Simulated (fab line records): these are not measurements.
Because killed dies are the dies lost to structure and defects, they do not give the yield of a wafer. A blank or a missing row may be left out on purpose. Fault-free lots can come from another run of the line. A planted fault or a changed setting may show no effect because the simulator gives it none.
Lot-split experiment	flow n5Finfet	7 lots, 21 wafers read, on a route of 1938 steps

ABOUT THE SPLIT
At N5_PMOS_HMC_CHANNEL_EPI_COAT_31 (time 60 s, resist thk 66 nm), the setting spinRpm was moved away from the recipe's 1500 rpm on 5 of the 21 wafers read, by -6.2% to +11.1%. This setting was run at the recipe's value on the other wafers.

FROM THE SPLIT TO THE READING: what the file shows between them, 4 steps
- N5_PMOS_HMC_CHANNEL_EPI_PEB_07: peb time 60 s (also split here: pebTempC)
- N5_PMOS_HMC_CHANNEL_EPI_DEVELOP_08: develop time 30 s
- N5_PMOS_HMC_CHANNEL_EPI_CD_MEAS_09: target cd 237.4 nm
- N5_PMOS_HMC_CHANNEL_EPI_DESCUM_14: chemistry O2, time 7.9 s

THE READING
etch.depthNm (the simulator's own value, which no gauge read), in nm, at N5_PMOS_HMC_CHANNEL_EPI_ETCH_32 (etches BARC in N2/H2, stops on SiO2, target depth 85.8 nm, time 50.3 s). The file does not state a usual value for it. The 16 wafers here that ran the recipe average 65.91 nm, standard deviation 0.2 nm.

wafer	tool, chamber at the split	spinRpm as run, rpm	against the recipe	etch.depthNm, nm	against lot-mates on the recipe
L077.3	lithoTrack-03, 0	1500	recipe	65.72	-
L077.5	lithoTrack-03, 0	1500	recipe	65.7	-
L077.6	lithoTrack-03, 0	1500	recipe	65.58	-
L079.4	lithoTrack-02, 0	1500	recipe	65.91	-
L079.5	lithoTrack-02, 0	1500	recipe	66.07	-
L079.6	lithoTrack-02, 0	1500	recipe	65.94	-
L080.4	lithoTrack-02, 0	1500	recipe	66	-
L080.5	lithoTrack-02, 0	1579	+5.3%	64.26	-1.77
L080.6	lithoTrack-02, 0	1500	recipe	66.05	-
L084.2	lithoTrack-02, 0	1500	recipe	66.08	-
L084.3	lithoTrack-02, 0	1500	recipe	66.06	-
L084.6	lithoTrack-02, 0	1500	recipe	66.29	-
L085.2	lithoTrack-05, 0	1500	recipe	65.54	-
L085.3	lithoTrack-05, 0	1666	+11.1%	62.27	-3.27
L085.5	lithoTrack-05, 0	1666	+11.1%	62.44	-3.10
L087.1	lithoTrack-05, 0	1500	recipe	65.78	-
L087.3	lithoTrack-05, 0	1630	+8.7%	63.02	-2.74
L087.6	lithoTrack-05, 0	1500	recipe	65.75	-
L097.1	lithoTrack-03, 0	1500	recipe	66.09	-
L097.3	lithoTrack-03, 0	1407	-6.2%	68.24	+2.18
L097.5	lithoTrack-03, 0	1500	recipe	66.03	-

FIT RESULTS
A straight line over all 21 wafers: etch.depthNm changes by -0.331 nm for each +1% of spinRpm; r = -0.99; the points scatter about the line by 0.2 nm.
The same after taking each lot's own level away (the mean of its wafers on the recipe; 21 wafers): -0.305 nm for each +1%; r = -1.00; scatter 0.12 nm.
That fit puts the effect of the largest move of spinRpm on the reading at 3.4 nm.
Measured against the standard deviation above, the lots' own levels, which go from 65.540 to 66.143 nm, span 3.0 times it.
The two slopes agree, so the slope changes little with the lot-to-lot level.
Check: for one of the wafers moved furthest among these (+11.1%), held out of the fit, the line's prediction against its lot-mates is -3.39 nm. Against them it came out at -3.27 nm.

THESE WAFERS: OTHER SPLITS
Before the reading, these wafers also passed through other splits. Each is held against what the fit with the lots' levels taken away leaves over:
other split on the same wafers	wafers away from the commonest value	r with etch.depthNm (lot level and that fit taken away)
N5_ZERO_LAYER_ETCH_18 icpW	6	+0.02
N5_PMOS_HMC_CHANNEL_EPI_PEB_07 pebTempC	7	-0.14

THE WHOLE CHAIN: every reading that the file lists as answering this split, in the file's order
step	what it does	reading	change (the file's fit)	r (the file's)
N5_PMOS_HMC_CHANNEL_EPI_COAT_31	time 60 s, resist thk 66 nm	BARC_of_PMOS_HMC_CHANNEL_EPI_COAT_31.thkNm (the simulator's own value, which no gauge read)	-0.31 nm for each +1% of the setting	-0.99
N5_PMOS_HMC_CHANNEL_EPI_ETCH_32	etches BARC in N2/H2, stops on SiO2, target depth 85.8 nm, time 50.3 s	etch.depthNm (the simulator's own value, which no gauge read)	-0.31 nm for each +1% of the setting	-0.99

FILE'S OWN FIT
etch.depthNm changes by -0.31 nm for each +1% of spinRpm, r = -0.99.
